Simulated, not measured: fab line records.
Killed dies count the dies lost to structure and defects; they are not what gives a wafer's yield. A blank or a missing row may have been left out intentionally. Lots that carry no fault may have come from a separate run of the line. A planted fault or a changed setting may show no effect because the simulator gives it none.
fab line records	flow nand-harc
record lots=6	wafers=18	last-day=33
route steps=1302 shown A_WL_FILL@982 A_CONTACT@983
lots that met no fault: from a run of the same line without faults
start-h: hours from the record's first day to the start of the lot's first wafer shown	wait-h: hours from the lot's prior step to this one	" repeats the value in the row above	L1.1+2: a row that stands for several wafers	- no value present, or no start provided	* or withheld: withheld	< > ~ a bound
route shown NAME@n: a module of which the file shows steps, and the number in the route of the first	usual: the fault-free wafers' mean and standard deviation	same: alike in all rows	chamber/n: place in a boat	sites: each site's reading	_std_site: the values' standard deviation	_edge_site: outer sites' mean less inner sites'	radius-mm: how far each site lies from the wafer's centre	mask NAME#n: copy n	behind: the tool/chamber that last shaped the wafer	hold: reason for holding the lot/hours on hold/outcome of the hold	device: whichever transistor did not switch (one of n, p or np)	end of line: tests of these same wafers at the route's end	where a step has no rows: the recipe by itself	killed: dies that structure and defects cost at the first sort, which is not the same as the wafer's yield	map: a wafer's dies, x killed, . not, _ none there
set.NAME: the setting the step ran with; set.NAME@STEP: the setting that earlier step ran with	model.NAME: the simulator's own value behind a step, which no gauge read
lots at some steps of the route; a table a step, a row a wafer
services: the hour from which a tool's chamber was out of use, counted from the record's first day as start-h (under 0 if before that day), plus the number of hours and why
## steps
# step NHARC_A_WL_FILL_INSPECT_15
# usual raw-defect-count=482/120
lot.wafer	tool	chamber	start-h	wait-h	raw-defect-count
L123.2	defect-inspect-01	-	517.80	0.0	488
L123.3	"	-	"	"	615
L123.6	"	-	"	"	501
L128.1	defect-inspect-01	-	581.80	0.0	411
L128.2	"	-	"	"	444
L128.6	"	-	"	"	308
L135.1	defect-inspect-02	-	650.33	0.0	572
L135.3	"	-	"	"	488
L135.5	"	-	"	"	465
L134.2	defect-inspect-02	-	650.46	0.0	929
L134.3	"	-	"	"	582
L134.6	"	-	"	"	585
L140.1	defect-inspect-02	-	704.10	0.0	491
L140.4	"	-	"	"	395
L140.6	"	-	"	"	326
L141.4	defect-inspect-01	-	717.17	0.0	454
L141.5	"	-	"	"	435
L141.6	"	-	"	"	398
# step NHARC_A_CONTACT_DEP_24
# recipe target-thk-a=5000	temp-c=400	pressure-torr=6.5	rf-w=900	teos-flow-sccm=161.4	flow-sccm=2650	target-thk-nm=500	gas=O2	material=SiO2
# usual heater-power-outer-w=313/70	heater-power-w=561/92	throttle-valve-pct=16.3/0.72
lot.wafer	tool	chamber	start-h	wait-h	heater-power-outer-w	heater-power-w	since-wet-clean-h	throttle-valve-pct
L123.3	pecvd-01	0	518.04	0.2	307	518	13	15.7
L123.2	"	1	"	"	282	561	13	15.5
L123.6	"	0	"	"	328	544	-	15.8
L128.2	pecvd-02	2	581.87	0.1	340	579	161	16.9
L128.1	"	1	"	"	352	623	161	16.4
L128.6	"	0	"	"	228	446	-	16.8
L135.1	pecvd-03	0	650.39	0.1	303	556	88	16.4
L135.3	"	2	"	"	294	577	88	16.5
L135.5	"	1	"	"	127	344	-	14.5
L134.3	pecvd-02	1	650.74	0.3	293	533	49	16.4
L134.2	"	2	"	"	362	617	49	17.3
L134.6	"	0	"	"	209	410	-	16.4
L140.1	pecvd-02	1	704.23	0.1	324	593	102	16.3
L140.4	"	1	"	"	341	589	-	16.4
L140.6	"	2	"	"	358	577	-	17.2
L141.6	pecvd-02	2	717.42	0.2	371	599	-	17.4
L141.5	"	0	"	"	267	489	-	16.5
L141.4	"	1	"	"	266	485	-	16.7
# step NHARC_A_CONTACT_DEP_28
# recipe target-thk-a=70000	temp-c=400	material=aC
# usual throttle-valve-pct=35.001/0.0089
lot.wafer	tool	chamber	start-h	wait-h	throttle-valve-pct
L123.2	acl-dep-01	0	522.38	3.9	34.987
L123.3	"	0	"	"	35.003
L123.6	"	0	525.18	6.7	34.995
L128.1	acl-dep-01	0	583.98	1.6	35.006
L128.2	"	0	"	"	34.999
L128.6	"	0	587.49	5.1	34.992
L135.1	acl-dep-03	0	651.54	0.6	35.011
L135.3	"	0	652.99	2.0	35.006
L135.5	"	0	654.43	3.5	34.989
L134.2	acl-dep-02	0	652.94	1.7	35.009
L134.3	"	0	"	"	35.012
L134.6	"	0	655.76	4.5	35.005
L140.1	acl-dep-01	0	704.77	0.1	34.998
L140.4	"	0	706.90	2.2	35.008
L140.6	"	0	708.32	3.6	34.993
L141.4	acl-dep-03	0	720.87	3.1	35.004
L141.5	"	0	"	"	34.999
L141.6	"	0	"	"	34.996
# step NHARC_A_CONTACT_DEP_29
# recipe target-thk-a=1000	target-thk-nm=100	temp-c=400	pressure-torr=3.5	flow-sccm=200	rf-w=350	material=SiON
# usual heater-power-outer-w=454/76	heater-power-w=754/100
lot.wafer	tool	chamber	start-h	wait-h	heater-power-outer-w	heater-power-w	since-wet-clean-h
L123.2	pecvd-03	2	525.91	2.8	397	686	145
L123.3	"	0	"	"	434	723	145
L123.6	"	0	"	"	436	740	-
L128.1	pecvd-03	2	588.22	3.5	416	727	26
L128.2	"	1	"	"	342	631	26
L128.6	"	2	"	"	411	727	-
L135.1	pecvd-02	1	655.93	3.7	421	704	54
L135.3	"	2	"	"	488	749	54
L135.5	"	1	"	"	433	728	-
L134.2	pecvd-01	1	656.49	2.8	411	710	151
L134.3	"	0	"	"	443	712	151
L134.6	"	0	"	"	436	709	-
L140.1	pecvd-02	1	709.14	3.7	503	851	107
L140.6	"	2	"	"	475	750	-
L140.4	"	0	"	"	396	671	-
L141.4	pecvd-02	0	723.13	1.5	455	740	-
L141.6	"	1	"	"	487	814	-
L141.5	"	2	"	"	417	648	-
# step NHARC_A_CONTACT_DEHYDRATE_32
# recipe temp-c=150	time-s=120
# step NHARC_A_CONTACT_HMDS_33
# recipe time-s=30
# step NHARC_A_CONTACT_COAT_34
# recipe temp-c=260	time-s=75
# step NHARC_A_CONTACT_COAT_35
# recipe temp-c=225	time-s=65
# step NHARC_A_CONTACT_COAT_36
# recipe spin-rpm=1500	resist-thk-nm=90
# step NHARC_A_CONTACT_SOFTBAKE_37
# recipe temp-c=105	time-s=55
# usual chill-plate-temp-C=22.99/0.088	heater-power-total-W=188.46/0.14	resist-line-temp-C=23.01/0.089
lot.wafer	tool	chamber	start-h	wait-h	chill-plate-temp-C	heater-power-total-W	resist-line-temp-C
L123.2	litho-track-04	0	526	-	22.95	188.41	22.99
L123.3	"	0	"	"	23.02	188.69	23.00
L123.6	"	0	"	"	23.02	188.35	23.05
L128.1	litho-track-06	0	588	-	23.17	188.28	23.03
L128.2	"	0	"	"	23.09	188.48	23.12
L128.6	"	0	"	"	23.03	188.36	22.97
L135.1	litho-track-04	0	656	-	23.05	209.86	22.96
L135.3	"	0	"	"	22.97	188.37	22.94
L135.5	"	0	"	"	22.91	188.35	23.05
L134.2	litho-track-04	0	656	-	22.92	188.60	22.95
L134.3	"	0	"	"	23.08	188.28	22.94
L134.6	"	0	"	"	23.00	209.54	23.01
L140.1	litho-track-01	0	709	-	23.08	188.49	23.01
L140.4	"	0	"	"	22.96	188.33	23.13
L140.6	"	0	"	"	22.94	188.27	22.97
L141.4	litho-track-04	0	723	-	23.08	188.72	22.97
L141.5	"	0	"	"	23.02	188.33	22.95
L141.6	"	0	"	"	22.91	188.33	23.04
# step NHARC_A_CONTACT_EBR_38
## services
tool	chamber	start-h	hours	kind
pecvd-01	1	497.21	3.6	repair
litho-track-01	-	505.00	7.0	pm
pecvd-03	-	516.57	1.5	repair
litho-track-06	-	529.00	7.0	pm
pecvd-03	-	549.41	13.0	pm
pecvd-03	0	549.41	13.0	vent-cycle
pecvd-03	1	549.41	13.0	vent-cycle
pecvd-03	2	549.41	13.0	vent-cycle
acl-dep-01	-	552.14	13.0	pm
litho-track-04	-	553.00	7.0	pm
pecvd-03	0	562.41	-	clean
pecvd-03	1	562.41	-	clean
pecvd-02	0	569.85	11.1	repair
pecvd-02	-	589.03	13.0	pm
pecvd-02	0	589.03	13.0	vent-cycle
pecvd-02	1	589.03	13.0	vent-cycle
pecvd-02	2	589.03	21.3	vent-cycle
pecvd-02	0	602.03	-	clean
pecvd-02	1	602.03	-	clean
acl-dep-02	-	608.07	13.0	pm
acl-dep-03	-	664.38	13.0	pm
pecvd-01	-	673.34	13.0	pm
litho-track-01	-	680.00	7.0	pm
litho-track-06	-	704.00	7.0	pm
## key
first-sign step=NHARC_A_CONTACT_SOFTBAKE_37	reading=heater-power-total-W	direction=up	sigmas=99+	usual=*	struck=*
effect none on later readings
met-at NHARC_A_CONTACT_SOFTBAKE_37
struck-wafers L134.6,L135.1
tester-left-out L134,L135
onset-between 526 656
fault kind=process-parameter-drift	tool=litho-track-04	chamber=-	onset-h=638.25	steps=NHARC_A_CONTACT_SOFTBAKE_37	channel=time-s	offset=*	shape=step	end-h=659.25	scope=struck-wafers-only	acts-in=*	stated=*
# tester-left-out: of these lots the tester's yield and bins aren't shown, on N5 and GAA mostly nor the transistor test; their killed dies are dies lost to structure and defects alone, not to doping, threshold or leakage, so they don't give the yield
